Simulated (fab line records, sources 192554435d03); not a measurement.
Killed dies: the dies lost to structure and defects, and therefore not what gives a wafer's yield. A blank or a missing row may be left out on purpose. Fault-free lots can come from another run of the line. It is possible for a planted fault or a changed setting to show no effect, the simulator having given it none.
fab line records ; flow n5Finfet
record: lots: 11; wafers: 33; lastDay: 17
route steps=1938 shown BEOL_M10@1527 TV_OPEN@1887 PASSIVATION@1905
lots untouched by any fault: they come from a run of this same line in which no faults occurred
startH: hours from the record's first day to the start of the lot's first wafer shown ; waitH: hours since the lot's step before ; " unchanged from the row above ; L1.1+2: a row that stands for several wafers ; - no value, or no start was given ; * or withheld: withheld ; < > ~ a bound
route shown NAME@n: names a module that has steps shown in the file, with the first one's number in the route ; usual: mean/standard deviation taken from wafers without a fault ; same: alike in all rows ; chamber/n: place in a boat ; sites: the reading at each site ; _std_site: standard deviation of those values ; _edge_site: the outer-site mean with the inner-site mean subtracted ; radiusMm: how far each site lies from the wafer's centre ; mask NAME#n: copy n ; behind: the tool/chamber that last shaped the wafer ; hold: reason for holding the lot/hours on hold/outcome of the hold ; device: transistor that didn't switch, given as n, p or np ; end of line: tests run on the same wafers once the route is complete ; a step given without rows: its recipe and nothing more ; killed: dies lost to structure and defects at the first sort, not the wafer's yield ; map: a wafer's dies, marking killed ones x, the rest . and places with no die _
set.NAME: the setting the step ran with; set.NAME@STEP: the setting that earlier step ran with ; model.NAME: the simulator's own value behind a step, which no gauge read
steps of the route over a sample of lots; a table a step, a row a wafer
services: a tool's chamber out of use, with start hour (startH, from the record's first day; less than 0 if before it), hours out, and reason
== steps ==
step: N5_BEOL_M10_SPUTTER_48
recipe: material: Cu; targetThkA: 120; tempC: -20; biasV: 60; powerW: 26000; chamberPressurePa: 0.13; timeS: 2
usual: chamberPressurePa: 0.13001/0.00026; throttleValvePct: 29.9/0.96
same: timeS: 2
lot.wafer;tool;chamber;startH;waitH;chamberPressurePa;throttleValvePct
L492.1;pvdSputter-03;-;216.32;0.4;0.12952;31.6
L492.4;pvdSputter-03;-;216.32;0.4;0.12993;30.7
L492.6;pvdSputter-03;-;216.32;0.4;0.12994;30.4
L493.2;pvdSputter-01;-;227.10;0.2;0.13017;30.3
L493.5;pvdSputter-01;-;227.10;0.2;0.13006;31.3
L493.6;pvdSputter-01;-;227.10;0.2;0.13026;30.1
L494.1;pvdSputter-03;-;228.75;1.1;0.13028;31.8
L494.3;pvdSputter-03;-;228.75;1.1;0.12996;29.4
L494.5;pvdSputter-03;-;228.75;1.1;0.12981;28.6
L495.1;pvdSputter-01;-;247.13;0.1;0.1301;30.1
L495.2;pvdSputter-01;-;247.13;0.1;0.13022;30.1
L495.4;pvdSputter-01;-;247.13;0.1;0.13025;31.6
L497.1;pvdSputter-03;-;266.36;0.1;0.12977;31.6
L497.3;pvdSputter-03;-;266.36;0.1;0.13033;30.6
L497.5;pvdSputter-03;-;266.36;0.1;0.1302;30.7
L498.2;pvdSputter-03;-;266.44;0.1;0.12988;28.5
L498.4;pvdSputter-03;-;266.44;0.1;0.1301;30.5
L498.6;pvdSputter-03;-;266.44;0.1;0.13013;31.4
L499.1;pvdSputter-02;-;285.27;0.5;0.13075;29.2
L499.5;pvdSputter-02;-;285.27;0.5;0.13022;29.2
L499.6;pvdSputter-02;-;285.27;0.5;0.1301;29.4
L507.1;pvdSputter-03;-;326.35;0.1;0.12998;29.7
L507.3;pvdSputter-03;-;326.35;0.1;0.13019;31.7
L507.4;pvdSputter-03;-;326.35;0.1;0.12995;32.2
L506.3;pvdSputter-03;-;326.77;0.1;0.12987;30.5
L506.4;pvdSputter-03;-;326.77;0.1;0.12988;30.3
L506.6;pvdSputter-03;-;326.77;0.1;0.13005;29.7
L511.1;pvdSputter-02;-;357.53;0.1;0.13044;29.4
L511.3;pvdSputter-02;-;357.53;0.1;0.1304;29.4
L511.4;pvdSputter-02;-;357.53;0.1;0.13011;29.5
L510.1;pvdSputter-02;-;357.85;0.1;0.12958;29.1
L510.4;pvdSputter-02;-;357.85;0.1;0.13002;28.6
L510.6;pvdSputter-02;-;357.85;0.1;0.13003;29.3
step: N5_PASSIVATION_PASS_ETCH_74
recipe: chemistry: CF4/O2; target: SiNx; targetDepthA: 2200; timeS: 110; ionEnergyEv: 100; pressureMtorr: 40; sourceW: 535; biasW: 49; Ar_flow_sccm: 100; cf4FlowSccm: 100; O2_flow_sccm: 10
usual: drypumpMotorCurrentA: 5.9/0.54; oes_o_777_au: 0.82/0.075; oesProductAu: 0.83/0.082; rfVppV: 238/3.3; showerheadPlenumPTorr: 2.21/0.067; throttleValvePct: 15.92/0.23
same: timeS: 110
lot.wafer;tool;chamber;startH;waitH;drypumpMotorCurrentA;oes_o_777_au;oesProductAu;rfHoursCounterH;rfVppV;showerheadPlenumPTorr;throttleValvePct
L492.1;rieDiel-02;1;256.31;0.0;6.2;0.85;0.86;21;243;2.17;15.88
L492.4;rieDiel-02;3;256.31;0.0;6.5;0.74;0.74;178;240;2.19;16.13
L492.6;rieDiel-02;3;256.31;0.0;6.5;0.75;0.74;-;239;2.19;16.14
L493.2;rieDiel-05;3;273.32;0.0;6.4;0.77;0.78;126;243;2.12;15.91
L493.5;rieDiel-05;2;273.32;0.0;6.5;0.86;0.86;-;235;2.16;15.99
L493.6;rieDiel-05;1;273.32;0.0;5.6;0.76;0.75;-;234;2.12;15.93
L494.1;rieDiel-02;0;279.16;0.0;5.0;0.93;0.96;21;241;2.33;15.70
L494.3;rieDiel-02;2;279.16;0.0;6.7;0.77;0.78;104;236;2.22;16.30
L494.5;rieDiel-02;3;279.16;0.0;6.4;0.74;0.73;-;238;2.19;16.13
L495.1;rieDiel-02;0;290.28;0.0;5.1;0.92;0.97;24;240;2.33;15.71
L495.2;rieDiel-02;2;290.28;0.0;6.7;0.76;0.77;107;235;2.22;16.33
L495.4;rieDiel-02;1;290.28;0.0;6.2;0.82;0.84;31;242;2.17;15.91
L498.2;rieDiel-05;2;307.78;0.0;6.5;0.86;0.84;71;235;2.16;16.02
L498.4;rieDiel-05;1;307.78;0.0;5.6;0.76;0.74;173;234;2.12;15.95
L498.6;rieDiel-05;0;307.78;0.0;5.4;0.68;0.69;-;239;2.26;16.02
L497.1;rieDiel-02;3;308.04;0.0;6.4;0.73;0.72;194;238;2.18;16.15
L497.3;rieDiel-02;0;308.04;0.0;5.0;0.91;0.94;29;239;2.33;15.69
L497.5;rieDiel-02;2;308.04;0.0;6.8;0.76;0.78;-;236;2.22;16.33
L499.1;rieDiel-02;3;327.94;0.0;6.5;0.73;0.72;199;239;2.18;16.16
L499.5;rieDiel-02;1;327.94;0.0;6.2;0.81;0.83;-;242;2.16;15.92
L499.6;rieDiel-02;3;327.94;0.0;6.5;0.73;0.72;-;237;2.18;16.17
L507.1;rieDiel-04;1;369.02;0.0;5.3;0.84;0.87;35;241;2.25;15.61
L507.3;rieDiel-04;3;369.02;0.0;5.5;0.86;0.84;72;232;2.33;15.64
L507.4;rieDiel-04;0;369.02;0.0;5.4;0.84;0.85;46;242;2.24;16.10
L506.3;rieDiel-05;1;369.30;0.0;5.6;0.73;0.71;197;232;2.11;15.99
L506.4;rieDiel-05;2;369.30;0.0;6.5;0.83;0.82;-;236;2.15;16.07
L506.6;rieDiel-05;0;369.30;0.0;5.4;0.94;0.94;-;239;2.25;15.57
L511.1;rieDiel-02;0;396.49;0.0;5.0;0.87;0.90;54;240;2.32;15.76
L511.3;rieDiel-02;3;396.49;0.0;6.5;0.71;0.70;220;238;2.17;16.20
L511.4;rieDiel-02;1;396.49;0.0;6.2;0.78;0.80;65;242;2.16;15.97
L510.1;rieDiel-05;0;396.65;0.0;5.4;0.92;0.92;19;238;2.25;15.59
L510.4;rieDiel-05;1;396.65;0.0;5.6;0.73;0.71;207;234;2.11;16.01
L510.6;rieDiel-05;2;396.65;0.0;6.5;0.82;0.81;-;234;2.15;16.08
step: N5_PASSIVATION_ETCH_15
recipe: chemistry: CF4/N2; target: SiCN; targetDepthA: 750; taperDeg: 2; timeS: 81.2; ionEnergyEv: 150; maskMaterial: SiNx; pressureMtorr: 40; sourceW: 430; biasW: 70; Ar_flow_sccm: 100; cf4FlowSccm: 60; n2FlowSccm: 60
usual: drypumpMotorCurrentA: 5.9/0.54; oesProductAu: 0.83/0.083; rfVppV: 382.4/1.9; showerheadPlenumPTorr: 2.21/0.067; throttleValvePct: 15.36/0.24
same: timeS: 81.2
lot.wafer;tool;chamber;startH;waitH;drypumpMotorCurrentA;oesProductAu;rfHoursCounterH;rfVppV;showerheadPlenumPTorr;throttleValvePct
L492.1;rieDiel-02;1;-;-;6.2;0.86;21;380.7;2.17;15.32
L492.4;rieDiel-02;3;-;-;6.5;0.74;178;382.4;2.20;15.62
L492.6;rieDiel-02;3;-;-;6.5;0.73;-;382.9;2.20;15.60
L493.2;rieDiel-05;3;-;-;6.3;0.77;126;380.7;2.12;15.34
L493.5;rieDiel-05;2;-;-;6.5;0.86;-;381.2;2.16;15.44
L493.6;rieDiel-05;1;-;-;5.6;0.75;-;380.4;2.12;15.37
L494.1;rieDiel-02;0;-;-;5.0;0.97;21;385.6;2.33;15.09
L494.3;rieDiel-02;2;-;-;6.7;0.78;104;383.5;2.22;15.74
L494.5;rieDiel-02;3;-;-;6.5;0.74;-;381.7;2.19;15.61
L495.1;rieDiel-02;0;-;-;5.0;0.96;24;385.3;2.33;15.11
L495.2;rieDiel-02;2;-;-;6.7;0.76;107;384.3;2.22;15.76
L495.4;rieDiel-02;1;-;-;6.2;0.83;31;380.9;2.17;15.34
L498.2;rieDiel-05;2;-;-;6.5;0.84;71;381.7;2.16;15.45
L498.4;rieDiel-05;1;-;-;5.6;0.73;173;380.2;2.12;15.41
L498.6;rieDiel-05;0;-;-;5.5;0.69;-;382.8;2.26;15.48
L497.1;rieDiel-02;3;-;-;6.5;0.72;194;380.9;2.19;15.66
L497.3;rieDiel-02;0;-;-;5.1;0.94;29;385.9;2.32;15.11
L497.5;rieDiel-02;2;-;-;6.8;0.77;-;383.4;2.22;15.76
L499.1;rieDiel-02;3;-;-;6.5;0.72;200;381.7;2.19;15.68
L499.5;rieDiel-02;1;-;-;6.2;0.84;-;380.5;2.16;15.36
L499.6;rieDiel-02;3;-;-;6.5;0.72;-;381.0;2.19;15.66
L507.1;rieDiel-04;1;-;-;5.4;0.86;35;382.7;2.25;15.07
L507.3;rieDiel-04;3;-;-;5.5;0.84;72;385.1;2.32;15.07
L507.4;rieDiel-04;0;-;-;5.4;0.85;46;382.3;2.24;15.53
L506.3;rieDiel-05;1;-;-;5.6;0.71;198;379.3;2.11;15.45
L506.4;rieDiel-05;2;-;-;6.4;0.81;-;379.9;2.15;15.49
L506.6;rieDiel-05;0;-;-;5.5;0.96;-;383.6;2.25;15.01
L511.1;rieDiel-02;0;-;-;5.0;0.91;55;386.1;2.31;15.17
L511.3;rieDiel-02;3;-;-;6.5;0.71;221;380.9;2.18;15.70
L511.4;rieDiel-02;1;-;-;6.2;0.80;65;380.6;2.16;15.41
L510.1;rieDiel-05;0;-;-;5.4;0.92;19;382.5;2.25;15.02
L510.4;rieDiel-05;1;-;-;5.5;0.70;207;378.1;2.11;15.47
L510.6;rieDiel-05;2;-;-;6.5;0.81;-;381.1;2.15;15.49
step: N5_PASSIVATION_CD_MEAS_30
recipe: targetCdNm: 4000; landingEnergyEv: 500; detector: seInlens; polarity: opening
usual: cdNm: 3999.8/2.1
lot.wafer;tool;chamber;startH;waitH;cdNm
L492.1;cdSem-03;0;258.34;-;3998.1
L492.4;cdSem-03;0;258.34;-;3996.3
L492.6;cdSem-03;0;258.34;-;3997.5
L493.2;cdSem-02;0;275.40;-;4001.9
L493.5;cdSem-02;0;275.40;-;3999.6
L493.6;cdSem-02;0;275.40;-;4002.9
L494.1;cdSem-02;0;280.71;-;4000.1
L494.3;cdSem-02;0;280.71;-;3999.0
L494.5;cdSem-02;0;280.71;-;3999.4
L495.1;cdSem-02;0;291.76;-;3999.2
L495.2;cdSem-02;0;291.76;-;4001.1
L495.4;cdSem-02;0;291.76;-;4002.2
L498.2;cdSem-03;0;309.32;-;4002.0
L498.4;cdSem-03;0;309.32;-;4000.5
L498.6;cdSem-03;0;309.32;-;4000.5
L497.1;cdSem-02;0;309.36;-;3997.1
L497.3;cdSem-02;0;309.36;-;3997.5
L497.5;cdSem-02;0;309.36;-;3996.3
L499.1;cdSem-01;0;329.27;-;3999.8
L499.5;cdSem-01;0;329.27;-;3999.5
L499.6;cdSem-01;0;329.27;-;3998.2
L507.1;cdSem-02;0;371.22;-;4001.2
L507.3;cdSem-02;0;371.22;-;4001.3
L507.4;cdSem-02;0;371.22;-;3999.1
L506.3;cdSem-01;0;371.56;-;3998.3
L506.4;cdSem-01;0;371.56;-;3999.0
L506.6;cdSem-01;0;371.56;-;4000.0
L511.1;cdSem-01;0;398.30;-;4001.9
L511.3;cdSem-01;0;398.30;-;4001.7
L511.4;cdSem-01;0;398.30;-;4001.2
L510.1;cdSem-01;0;398.77;-;4000.0
L510.4;cdSem-01;0;398.77;-;4004.1
L510.6;cdSem-01;0;398.77;-;4002.6
step: N5_PASSIVATION_PROBE_49
usual: defectLimitedYield: 91.6/1.6; killed_at_M0_to_M3: 31/10; killed_at_M4_up: 14/6.3; killedAtContacts: 12/6.1; killedAtFrontEnd: 39/12; killedAtOther: 3.7/2.8; killedDies: 100/19; killedOpen: 66/14; killedShort: 33/8.1; sort_bin_5_function: 5.0/1.1; sort_bin_6_memory: 3.2/0.66; sortNPass: 1080/18; sortYieldPct: 91.6/1.6
same: grossDies: 1180; killedAtBackSide: 0; sort_bin_4_leakage[%]: 0; sort_bin_8_speed[%]: 0
lot.wafer;tool;chamber;startH;waitH;defectLimitedYield[%];killed_at_M0_to_M3;killed_at_M4_up;killedAtContacts;killedAtFrontEnd;killedAtOther;killedDies;killedOpen;killedShort;sort_bin_5_function[%];sort_bin_6_memory[%];sortNPass;sortYieldPct[%]
L507.1;prober-02;-;376.70;0.0;84.4;45;62;21;52;4;184;92;44;9.9;4.4;996;84.4
L507.3;prober-02;-;376.80;0.1;81.7;31;99;26;56;4;216;79;44;11.4;5.3;964;81.7
L507.4;prober-02;-;376.85;0.2;81.0;26;113;11;70;4;224;83;44;12.6;4.4;956;81.0
L506.3;prober-01;-;376.97;0.1;84.9;19;111;4;43;1;178;63;24;10.3;3.2;1002;84.9
L506.4;prober-01;-;377.02;0.2;82.7;22;113;8;56;5;204;65;48;10.5;4.8;976;82.7
L506.6;prober-01;-;377.12;0.3;89.2;16;52;7;53;0;128;49;35;6.4;3.3;1052;89.2
killed by level:class
L507.1 BEOL_M10:unspecified=46 FIN_SAQP:geometricParticle:open=19 MOL_CONTACT_COAG:geometricParticle:open=16 FIN_SAQP:geometricParticle:short=14 BEOL_M2:geometricParticle:open=13 BEOL_M0_SAQP:geometricParticle:short=10 BEOL_M0_SAQP:geometricParticle:open=9 BEOL_M4:geometricParticle:open=8
L507.3 BEOL_M10:unspecified=87 MOL_CONTACT_COAG:geometricParticle:open=23 FIN_SAQP:geometricParticle:short=16 FIN_SAQP:geometricParticle:open=8 STI_FIN_REVEAL:geometricParticle:open=7 GATE_CUT:geometricParticle:short=7 BEOL_M2:geometricParticle:open=7 BEOL_M0:geometricParticle:open=6
L507.4 BEOL_M10:unspecified=93 STI_FIN_REVEAL:geometricParticle:open=23 FIN_SAQP:geometricParticle:open=14 FIN_SAQP:geometricParticle:short=11 BEOL_M4:geometricParticle:open=10 MOL_CONTACT_COAG:geometricParticle:open=9 BEOL_M0_SAQP:geometricParticle:open=6 STI_FIN_REVEAL:geometricParticle:short=5
L506.3 BEOL_M10:unspecified=90 STI_FIN_REVEAL:geometricParticle:open=9 DUMMY_GATE:geometricParticle:open=8 FIN_SAQP:geometricParticle:short=7 BEOL_M3:geometricParticle:open=7 BEOL_M4:geometricParticle:open=7 BEOL_M5:geometricParticle:open=7 GATE_CUT:geometricParticle:open=5
L506.4 BEOL_M10:unspecified=91 GATE_CUT:geometricParticle:short=11 GATE_CUT:geometricParticle:open=10 BEOL_M4:geometricParticle:open=9 FIN_SAQP:geometricParticle:open=8 BEOL_M0_SAQP:geometricParticle:short=8 STI_FIN_REVEAL:geometricParticle:open=6 MOL_CONTACT_COAG:geometricParticle:open=6
L506.6 BEOL_M10:unspecified=43 FIN_SAQP:geometricParticle:open=12 FIN_SAQP:geometricParticle:short=11 GATE_CUT:geometricParticle:short=7 MOL_CONTACT_COAG:geometricParticle:open=7 STARTING-WAFER:geometricParticle:open=5 STI_FIN_REVEAL:geometricParticle:open=4 DUMMY_GATE:geometricParticle:short=4
== services ==
tool;chamber;startH;hours;kind
rieDiel-04;1;220.95;-;clean
rieDiel-04;1;220.95;-;consumableReplace:focusRing
rieDiel-04;1;220.95;21.6;scheduledDown
rieDiel-04;1;220.95;21.6;ventCycle
rieDiel-04;2;265.06;-;clean
rieDiel-04;2;265.06;-;consumableReplace:focusRing
rieDiel-04;2;265.06;27.9;scheduledDown
rieDiel-04;2;265.06;27.9;ventCycle
pvdSputter-01;-;310.44;9.1;repair
rieDiel-02;0;324.30;6.3;repair
rieDiel-05;0;324.47;-;clean
rieDiel-05;0;324.47;-;consumableReplace:focusRing
rieDiel-05;0;324.47;21.5;scheduledDown
rieDiel-05;0;324.47;21.5;ventCycle
pvdSputter-03;-;336.33;4.2;repair
== key ==
firstSign: step: N5_PASSIVATION_PROBE_49; reading: killed_at_M4_up; direction: up; sigmas: 12; usual: 14; struck: 92
effect: step: N5_PASSIVATION_PROBE_49; reading: defectLimitedYield; direction: down; sigmas: 4.8; usual: 91.6; struck: 84.0
moreKillsBornAt: N5_BEOL_M10_SPUTTER_48@pvdSputter-03: 450
metAt N5_BEOL_M10_SPUTTER_48
struckLots L506,L507
notActingAt N5_PASSIVATION_PASS_ETCH_74,N5_PASSIVATION_ETCH_15,N5_PASSIVATION_CD_MEAS_30
onsetBetween 266.44 326.35
fault: kind: chamberParticleSource; tool: pvdSputter-03; chamber: -; onsetH: 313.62; steps: N5_BEOL_M10_SPUTTER_48; ratePerVisitCm2: 0.41669; endH: 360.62
